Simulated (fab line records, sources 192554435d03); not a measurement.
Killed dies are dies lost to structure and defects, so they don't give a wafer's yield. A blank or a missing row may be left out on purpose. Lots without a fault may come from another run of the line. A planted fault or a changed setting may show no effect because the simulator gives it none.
Split-lot experiment | flow n5_finfet | 7 lots, 21 wafers read, on a route of 1938 steps

THE SPLIT
At N5_BEOL_M1_COAT_62 (time 60 s, resist thk 12 nm), the setting spin_rpm was moved away from the recipe's 1500 rpm on 3 of the 21 wafers read, by -4.7% to +8.5%. The other wafers ran this setting at the recipe's value.

FROM THE SPLIT TO THE READING: what the file shows between them, 4 steps
- N5_BEOL_M1_COAT_73: time 60 s, resist thk 5 nm
- N5_BEOL_M1_COAT_05: resist thk 30 nm
- N5_BEOL_M1_DESCUM_16: chemistry O2, time 7 s
- N5_BEOL_M1_ETCH_74: etches underlayer in N2/H2, target depth 6.5 nm, time 5.2 s

THE READING
etch.depth_nm (the simulator's own value, which no gauge read), in nm, at N5_BEOL_M1_ETCH_63 (etches SiARC in CF4, target depth 15.6 nm, time 26 s). The file gives no usual value for it. The 18 wafers here that ran the recipe average 11.98 nm, standard deviation 0.028 nm.

wafer  | tool, chamber at the split | spin_rpm as run, rpm | against the recipe | etch.depth_nm, nm | against lot-mates on the recipe
L074.2 | litho_track-04, 0          | 1500                 | recipe             | 12.02             | -
L074.3 | litho_track-04, 0          | 1500                 | recipe             | 11.98             | -
L074.5 | litho_track-04, 0          | 1500                 | recipe             | 12.05             | -
L075.3 | litho_track-02, 0          | 1500                 | recipe             | 11.95             | -
L075.4 | litho_track-02, 0          | 1500                 | recipe             | 11.96             | -
L075.5 | litho_track-02, 0          | 1500                 | recipe             | 11.94             | -
L078.1 | litho_track-02, 0          | 1500                 | recipe             | 11.96             | -
L078.3 | litho_track-02, 0          | 1500                 | recipe             | 11.98             | -
L078.4 | litho_track-02, 0          | 1500                 | recipe             | 11.97             | -
L080.1 | litho_track-02, 0          | 1500                 | recipe             | 11.96             | -
L080.4 | litho_track-02, 0          | 1628                 | +8.5%              | 11.47             | -0.48
L080.6 | litho_track-02, 0          | 1500                 | recipe             | 11.94             | -
L086.3 | litho_track-04, 0          | 1500                 | recipe             | 11.99             | -
L086.5 | litho_track-04, 0          | 1500                 | recipe             | 12.01             | -
L086.6 | litho_track-04, 0          | 1500                 | recipe             | 11.96             | -
L091.1 | litho_track-03, 0          | 1500                 | recipe             | 12                | -
L091.2 | litho_track-03, 0          | 1429                 | -4.7%              | 12.32             | +0.32
L091.4 | litho_track-03, 0          | 1429                 | -4.7%              | 12.31             | +0.31
L097.1 | litho_track-04, 0          | 1500                 | recipe             | 11.97             | -
L097.3 | litho_track-04, 0          | 1500                 | recipe             | 11.97             | -
L097.5 | litho_track-04, 0          | 1500                 | recipe             | 11.97             | -

THE FIT
A straight line over all 21 wafers: etch.depth_nm changes by -0.0639 nm for each +1% of spin_rpm; r = -0.98; the points scatter about the line by 0.03 nm.
The same after taking each lot's own level away (the mean of its wafers on the recipe; 21 wafers): -0.0601 nm for each +1%; r = -0.99; scatter 0.019 nm.
On that fit, the largest move of spin_rpm shifts the reading by 0.51 nm.
The lots' own levels span 11.950 to 12.017 nm, that is 2.4 times the standard deviation above.
So the lot-to-lot level changes the slope little: the two slopes agree.
Check: with one of the wafers moved furthest among these (+8.5%) left out of the fit, the line predicts -0.568 nm for it against its lot-mates. It came out at -0.48 nm against them.

OTHER SPLITS ON THESE WAFERS
These wafers also went through other splits before the reading. Each is held against what the fit with the lots' levels taken away leaves over:
other split on the same wafers            | wafers away from the commonest value | r with etch.depth_nm (lot level and that fit taken away)
N5_BEOL_M0_SAQP_SPACER1_ALD_98 ald_cycles | 8                                    | -0.05
N5_BEOL_M0_SAQP_ETCH_107 bias_w           | 5                                    | +0.02
N5_BEOL_M1_COAT_61 spin_rpm               | 6                                    | -0.19

THE WHOLE CHAIN: every reading that the file lists as answering this split, in the file's order
step               | what it does                                         | reading                                                                          | change (the file's fit)                | r (the file's)
N5_BEOL_M1_COAT_62 | time 60 s, resist thk 12 nm                          | SiARC_of_BEOL_M1_COAT_62.thk_nm (the simulator's own value, which no gauge read) | -0.0737 nm for each +1% of the setting | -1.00
N5_BEOL_M1_ETCH_63 | etches SiARC in CF4, target depth 15.6 nm, time 26 s | etch.depth_nm (the simulator's own value, which no gauge read)                   | -0.0583 nm for each +1% of the setting | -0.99

THE FILE'S OWN FIT
etch.depth_nm changes by -0.0583 nm for each +1% of spin_rpm, r = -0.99.
